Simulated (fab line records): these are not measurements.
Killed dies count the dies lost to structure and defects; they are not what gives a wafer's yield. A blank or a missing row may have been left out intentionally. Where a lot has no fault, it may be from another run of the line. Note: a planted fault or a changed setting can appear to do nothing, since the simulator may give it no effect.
Which of the tools did it? | flow nand_harc | 7 lots with 20 wafers sampled at 2 steps, on a route of 1159 steps

## WHAT THE GAUGES SHOWED, per wafer
NHARC_A_ONON_D1_THK_MEAS_21: measures by ellipsometry.
lot  | measured     | on            | thk_nm (nm)
L118 | day 8 03:17  | film_metro-01 | 1000 998 999
L120 | day 8 21:46  | film_metro-01 | 1006 1005 1005
L121 | day 9 08:11  | film_metro-01 | 1010 1009 1009
L123 | day 9 18:32  | film_metro-02 | 993 992 992
L126 | day 10 09:21 | film_metro-02 | 991 991 992
L136 | day 13 00:59 | film_metro-02 | 1576 999
L139 | day 13 07:48 | film_metro-02 | 1011 1012 1011

## TOOL THAT RAN EACH LOT (tool first, then ch and the chambers of the sampled wafers, then the start)
lot  | NHARC_A_ONON_D1_DEP_19
L118 | pecvd_onon-01 ch 0, day 8 02:57
L120 | pecvd_onon-01 ch 0, day 8 21:19
L121 | pecvd_onon-02 ch 0, day 9 07:51
L123 | pecvd_onon-02 ch 0, day 9 18:02
L126 | pecvd_onon-01 ch 0, day 10 08:50
L136 | pecvd_onon-03 ch 0, day 13 00:43
L139 | pecvd_onon-01 ch 0, day 13 07:18
- NHARC_A_ONON_D1_DEP_19: target thk 1000 nm.

## THE ANSWER, worked out from the rows above alone
Rule: the usual values come from the lots themselves. The widest of any qualifying gaps counts: lots, ordered by their means at a reading, are off when they make up no more than a third of the lots, leave a main group of 4 or more, and stand apart from it by 3 or more times the standard deviation of that group's means. If all means in a main group match to the digits the tables above print for the reading, that group is not used. A lot without any number at a reading at which 4 lots or more have one is off too. All remaining lots with rows at the step are treated as sound.
Off at NHARC_A_ONON_D1_THK_MEAS_21 (thk_nm): L136. The main group has a mean of 1001 nm with a standard deviation of 7.8.
If a tool, at a process step before that reading, ran all the lots that are off and no sound lot after the first of them, it fits. Gauges at NHARC_A_ONON_D1_THK_MEAS_21: tried the same way as those tools. One candidate fits, namely pecvd_onon-03 at NHARC_A_ONON_D1_DEP_19. It ran no sound lot before its first lot that is off in this sample, so the start can't be narrowed down.

## WHAT HAD BEEN PUT IN BY THE SIMULATOR
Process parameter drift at NHARC_A_ONON_D1_DEP_19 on pecvd_onon-03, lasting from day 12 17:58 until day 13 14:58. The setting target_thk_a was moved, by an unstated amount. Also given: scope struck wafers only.
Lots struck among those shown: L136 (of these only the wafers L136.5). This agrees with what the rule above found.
